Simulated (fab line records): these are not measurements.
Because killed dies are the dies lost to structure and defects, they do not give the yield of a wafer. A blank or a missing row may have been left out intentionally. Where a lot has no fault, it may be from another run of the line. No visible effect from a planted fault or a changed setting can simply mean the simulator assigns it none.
Matching of chambers || flow n5Finfet || N5_FIN_SAQP_ETCH_69 on rieDiel-06 has 4 sister chambers
The step etches SOC in N2/H2, stops on SiNx, target depth 150 nm. 8 wafers are shown with their chamber, then 12 later ones without.

## EACH WAFER AND ITS CHAMBER
{"wafer": "L088.2", "chamber": 2, "showerheadPlenumPTorr (Torr)": 2.69, "throttleValvePct (%)": 17.86}
{"wafer": "L088.5", "chamber": 2, "showerheadPlenumPTorr (Torr)": 2.69, "throttleValvePct (%)": 17.83}
{"wafer": "L089.1", "chamber": 3, "showerheadPlenumPTorr (Torr)": 2.46, "throttleValvePct (%)": 17.69}
{"wafer": "L090.4", "chamber": 1, "showerheadPlenumPTorr (Torr)": 2.66, "throttleValvePct (%)": 17.84}
{"wafer": "L090.5", "chamber": 0, "showerheadPlenumPTorr (Torr)": 2.61, "throttleValvePct (%)": 18.07}
{"wafer": "L091.1", "chamber": 0, "showerheadPlenumPTorr (Torr)": 2.61, "throttleValvePct (%)": 18.09}
{"wafer": "L091.3", "chamber": 1, "showerheadPlenumPTorr (Torr)": 2.66, "throttleValvePct (%)": 17.87}
{"wafer": "L091.5", "chamber": 3, "showerheadPlenumPTorr (Torr)": 2.45, "throttleValvePct (%)": 17.69}

## WAFERS MISSING THEIR CHAMBER
{"wafer": "L093.2", "showerheadPlenumPTorr (Torr)": 2.66, "throttleValvePct (%)": 17.87}
{"wafer": "L093.4", "showerheadPlenumPTorr (Torr)": 2.69, "throttleValvePct (%)": 17.89}
{"wafer": "L093.6", "showerheadPlenumPTorr (Torr)": 2.45, "throttleValvePct (%)": 17.69}
{"wafer": "L095.1", "showerheadPlenumPTorr (Torr)": 2.65, "throttleValvePct (%)": 17.90}
{"wafer": "L095.5", "showerheadPlenumPTorr (Torr)": 2.65, "throttleValvePct (%)": 17.89}
{"wafer": "L095.6", "showerheadPlenumPTorr (Torr)": 2.45, "throttleValvePct (%)": 17.71}
{"wafer": "L096.3", "showerheadPlenumPTorr (Torr)": 2.45, "throttleValvePct (%)": 17.72}
{"wafer": "L096.4", "showerheadPlenumPTorr (Torr)": 2.61, "throttleValvePct (%)": 17.64}
{"wafer": "L096.5", "showerheadPlenumPTorr (Torr)": 2.61, "throttleValvePct (%)": 17.65}
{"wafer": "L097.3", "showerheadPlenumPTorr (Torr)": 2.45, "throttleValvePct (%)": 17.73}
{"wafer": "L097.5", "showerheadPlenumPTorr (Torr)": 2.45, "throttleValvePct (%)": 17.73}
{"wafer": "L097.6", "showerheadPlenumPTorr (Torr)": 2.69, "throttleValvePct (%)": 17.88}

## EACH ONE'S CHAMBER
{"wafer": "L093.2", "from the rows above": 1, "in truth": 1}
{"wafer": "L093.4", "from the rows above": 2, "in truth": 2}
{"wafer": "L093.6", "from the rows above": 3, "in truth": 3}
{"wafer": "L095.1", "from the rows above": 1, "in truth": 1}
{"wafer": "L095.5", "from the rows above": 1, "in truth": 1}
{"wafer": "L095.6", "from the rows above": 3, "in truth": 3}
{"wafer": "L096.3", "from the rows above": 3, "in truth": 3}
{"wafer": "L096.4", "from the rows above": 1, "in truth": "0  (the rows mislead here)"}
{"wafer": "L096.5", "from the rows above": 1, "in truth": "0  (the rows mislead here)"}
{"wafer": "L097.3", "from the rows above": 3, "in truth": 3}
{"wafer": "L097.5", "from the rows above": 3, "in truth": 3}
{"wafer": "L097.6", "from the rows above": 2, "in truth": 2}
Correct placement for 10 of the 12. From these rows, 0 cannot be placed. Number placed wrongly: 2.
How it was worked out, from the rows above alone: a wafer's distance from a chamber is the root of the sum, over the readings, of the square of ((its reading less the chamber's mean) divided by the reading's scatter). The wafer belongs to the nearest chamber; if the next one is less than 2 further off, it can't be placed. A chamber's mean is the mean of its shown wafers. The scatter: take each reading less its chamber's mean, square it, sum over the shown wafers, divide by the number of wafers less the number of chambers, and take the root.
